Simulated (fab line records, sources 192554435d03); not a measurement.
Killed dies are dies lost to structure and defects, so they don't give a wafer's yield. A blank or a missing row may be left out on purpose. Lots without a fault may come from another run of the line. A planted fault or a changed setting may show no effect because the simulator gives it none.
Split-lot experiment | flow n5_finfet | 7 lots, 39 wafers read, on a route of 1938 steps

THE SPLIT
At N5_FIN_CUT_ETCH_21 (etches SOC in N2/H2, target depth 219 nm, overetch 43.8 nm, time 523.5 s), the setting bias_w was moved away from the recipe's 61 W on 18 of the 39 wafers read, by -15.7% to +13.7%. The other wafers ran this setting at the recipe's value.

The reading is taken at the split's own step.

THE READING
rf_vpp_V, in V, at N5_FIN_CUT_ETCH_21 (etches SOC in N2/H2, target depth 219 nm, overetch 43.8 nm, time 523.5 s). Fault-free wafers of this fab line usually give 241.0 V, standard deviation 1.2 V.

wafer  | tool, chamber at the split | bias_w as run, W | against the recipe | rf_vpp_V, V | against lot-mates on the recipe
L074.2 | rie_diel-05, 1             | 61               | recipe             | 243.1       | -
L074.4 | rie_diel-05, 2             | 61               | recipe             | 241.1       | -
L074.5 | rie_diel-05, 1             | 61               | recipe             | 243.2       | -
L076.1 | rie_diel-03, 3             | 61               | recipe             | 241.8       | -
L076.2 | rie_diel-03, 1             | 61               | recipe             | 240.5       | -
L076.3 | rie_diel-03, 0             | 65.77            | +7.8%              | 251.7       | +10.6
L076.4 | rie_diel-03, 2             | 65.77            | +7.8%              | 252.0       | +10.9
L076.5 | rie_diel-03, 3             | 65.77            | +7.8%              | 253.7       | +12.6
L076.6 | rie_diel-03, 2             | 61               | recipe             | 241.0       | -
L078.1 | rie_diel-05, 3             | 57.46            | -5.8%              | 234.4       | -6.5
L078.2 | rie_diel-05, 2             | 57.46            | -5.8%              | 231.2       | -9.7
L078.3 | rie_diel-05, 1             | 61               | recipe             | 241.5       | -
L078.4 | rie_diel-05, 0             | 61               | recipe             | 240.1       | -
L078.5 | rie_diel-05, 1             | 61               | recipe             | 241.1       | -
L078.6 | rie_diel-05, 2             | 57.46            | -5.8%              | 230.4       | -10.5
L088.1 | rie_diel-03, 0             | 67.02            | +9.9%              | 255.7       | +15.3
L088.2 | rie_diel-03, 2             | 61               | recipe             | 241.9       | -
L088.3 | rie_diel-03, 3             | 67.02            | +9.9%              | 256.4       | +16.0
L088.4 | rie_diel-03, 1             | 61               | recipe             | 241.0       | -
L088.5 | rie_diel-03, 3             | 67.02            | +9.9%              | 257.4       | +17.0
L088.6 | rie_diel-03, 0             | 61               | recipe             | 238.4       | -
L090.1 | rie_diel-03, 0             | 51.41            | -15.7%             | 215.1       | -25.8
L090.2 | rie_diel-03, 2             | 51.41            | -15.7%             | 218.1       | -22.8
L090.3 | rie_diel-03, 3             | 51.41            | -15.7%             | 215.9       | -25.0
L090.4 | rie_diel-03, 1             | 61               | recipe             | 240.2       | -
L090.5 | rie_diel-03, 3             | 61               | recipe             | 242.1       | -
L090.6 | rie_diel-03, 2             | 61               | recipe             | 240.3       | -
L093.1 | rie_diel-02, 2             | 69.34            | +13.7%             | 259.8       | +19.1
L093.2 | rie_diel-02, 3             | 69.34            | +13.7%             | 261.6       | +20.9
L093.3 | rie_diel-02, 1             | 69.34            | +13.7%             | 261.8       | +21.1
L093.4 | rie_diel-02, 0             | 61               | recipe             | 241.6       | -
L093.5 | rie_diel-02, 1             | 61               | recipe             | 240.4       | -
L093.6 | rie_diel-02, 2             | 61               | recipe             | 240.2       | -
L095.1 | rie_diel-03, 1             | 61               | recipe             | 240.0       | -
L095.2 | rie_diel-03, 3             | 51.75            | -15.2%             | 217.0       | -23.8
L095.3 | rie_diel-03, 0             | 61               | recipe             | 239.5       | -
L095.4 | rie_diel-03, 3             | 61               | recipe             | 242.9       | -
L095.5 | rie_diel-03, 1             | 51.75            | -15.2%             | 216.9       | -23.9
L095.6 | rie_diel-03, 0             | 51.75            | -15.2%             | 216.5       | -24.3

THE FIT
A straight line over all 39 wafers: rf_vpp_V changes by +1.54 V for each +1% of bias_w; r = +1.00; the points scatter about the line by 1.2 V.
The same after taking each lot's own level away (the mean of its wafers on the recipe; 39 wafers): +1.55 V for each +1%; r = +1.00; scatter 1.1 V.
On that fit, the largest move of bias_w shifts the reading by 24 V.
The lots' own levels span 240.43 to 242.47 V, that is 1.7 times the standard deviation above.
So the lot-to-lot level changes the slope little: the two slopes agree.
Check: with one of the wafers moved furthest among these (-15.7%) left out of the fit, the line predicts -24.3 V for it against its lot-mates. It came out at -25.8 V against them.
Tool readings at the split's step, against how far the setting was moved: rf_vpp_V r = +1.00.

OTHER SPLITS ON THESE WAFERS
These wafers also went through other splits before the reading. Each is held against what the fit with the lots' levels taken away leaves over:
other split on the same wafers | wafers away from the commonest value | r with rf_vpp_V (lot level and that fit taken away)
N5_FIN_SAQP_HM_DEP_03 time_s   | 12                                   | -0.06

THE FILE'S OWN FIT
rf_vpp_V changes by +1.55 V for each +1% of bias_w, r = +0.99.
